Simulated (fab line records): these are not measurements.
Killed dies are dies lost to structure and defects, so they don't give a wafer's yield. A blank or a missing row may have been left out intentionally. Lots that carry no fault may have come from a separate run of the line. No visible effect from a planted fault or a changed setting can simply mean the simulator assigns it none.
Lot-split experiment | flow n5-finfet | 21 wafers read from 7 lots, route of 1938 steps

THE SPLIT ITSELF
At N5_BEOL_M7_COAT_64 (time 60 s, resist thk 12 nm), the setting spin-rpm was moved away from the recipe's 1500 rpm on 9 of the 21 wafers read, by -10.7% to +9.4%. All remaining wafers had this setting at the recipe value.

FROM THE SPLIT TO THE READING: what the file shows between them, 4 steps
- N5_BEOL_M7_COAT_71: time 60 s, resist thk 5 nm
- N5_BEOL_M7_COAT_22: resist thk 30 nm
- N5_BEOL_M7_DESCUM_33: chemistry O2, time 7 s
- N5_BEOL_M7_ETCH_72: etches underlayer in N2/H2, target depth 6.5 nm, time 5.2 s

THE READING
etch.depth-nm (the simulator's own value, which no gauge read), in nm, at N5_BEOL_M7_ETCH_65 (etches SiARC in CF4, target depth 15.6 nm, time 26 s). The file gives no usual value for it. Average 12.02 nm, standard deviation 0.044 nm, over the 12 wafers here run with the recipe.

wafer  | tool, chamber at the split | spin-rpm as run, rpm | against the recipe | etch.depth-nm, nm | against lot-mates on the recipe
L076.1 | litho-track-01, 0          | 1500                 | recipe             | 12.09             | -
L076.2 | litho-track-01, 0          | 1500                 | recipe             | 12.09             | -
L076.4 | litho-track-01, 0          | 1500                 | recipe             | 12.09             | -
L082.1 | litho-track-02, 0          | 1500                 | recipe             | 12.04             | -
L082.2 | litho-track-02, 0          | 1576                 | +5.1%              | 11.76             | -0.28
L082.6 | litho-track-02, 0          | 1576                 | +5.1%              | 11.78             | -0.26
L089.2 | litho-track-02, 0          | 1588                 | +5.9%              | 11.65             | -0.33
L089.3 | litho-track-02, 0          | 1588                 | +5.9%              | 11.66             | -0.32
L089.6 | litho-track-02, 0          | 1500                 | recipe             | 11.98             | -
L093.4 | litho-track-03, 0          | 1590                 | +6.0%              | 11.63             | -0.35
L093.5 | litho-track-03, 0          | 1500                 | recipe             | 11.98             | -
L093.6 | litho-track-03, 0          | 1590                 | +6.0%              | 11.65             | -0.33
L094.1 | litho-track-01, 0          | 1500                 | recipe             | 11.98             | -
L094.5 | litho-track-01, 0          | 1339                 | -10.7%             | 12.67             | +0.69
L094.6 | litho-track-01, 0          | 1500                 | recipe             | 11.97             | -
L092.1 | litho-track-02, 0          | 1500                 | recipe             | 12.01             | -
L092.5 | litho-track-02, 0          | 1500                 | recipe             | 12.01             | -
L092.4 | litho-track-02, 0          | 1500                 | recipe             | 12                | -
L096.1 | litho-track-03, 0          | 1641                 | +9.4%              | 11.52             | -0.49
L096.2 | litho-track-03, 0          | 1500                 | recipe             | 12.01             | -
L096.6 | litho-track-03, 0          | 1641                 | +9.4%              | 11.5              | -0.51

THE FIT
A straight line over all 21 wafers: etch.depth-nm changes by -0.0581 nm for each +1% of spin-rpm; r = -0.99; the points scatter about the line by 0.042 nm.
The same after taking each lot's own level away (the mean of its wafers on the recipe; 21 wafers): -0.0578 nm for each +1%; r = -1.00; scatter 0.021 nm.
Per that fit: largest spin-rpm move, reading shift of 0.62 nm.
Measured against the standard deviation above, the lots' own levels, which go from 11.975 to 12.090 nm, span 2.6 times it.
Hence the lot-to-lot level has little effect on the slope; both slopes agree.
Check: +0.581 nm against its lot-mates is what the line predicts for one of the wafers moved furthest among these (-10.7%) when that wafer is left out of the fit. It came out at +0.695 nm against them.

OTHER SPLITS ON THESE WAFERS
Before the reading, these wafers also passed through other splits. Each is held against what the fit with the lots' levels taken away leaves over:
other split on the same wafers | wafers away from the commonest value | r with etch.depth-nm (lot level and that fit taken away)
N5_BEOL_M6_EXPOSE_25 dose-mj   | 12                                   | -0.31
N5_BEOL_M7_ETCH_61 source-w    | 5                                    | +0.02

THE WHOLE CHAIN: every reading that the file lists as answering this split, in the file's order
step               | what it does                                         | reading                                                                          | change (the file's fit)                | r (the file's)
N5_BEOL_M7_COAT_64 | time 60 s, resist thk 12 nm                          | SiARC_of_BEOL_M7_COAT_64.thk-nm (the simulator's own value, which no gauge read) | -0.0533 nm for each +1% of the setting | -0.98
N5_BEOL_M7_ETCH_65 | etches SiARC in CF4, target depth 15.6 nm, time 26 s | etch.depth-nm (the simulator's own value, which no gauge read)                   | -0.0586 nm for each +1% of the setting | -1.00

THE FILE'S OWN FIT
etch.depth-nm changes by -0.0586 nm for each +1% of spin-rpm, r = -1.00.
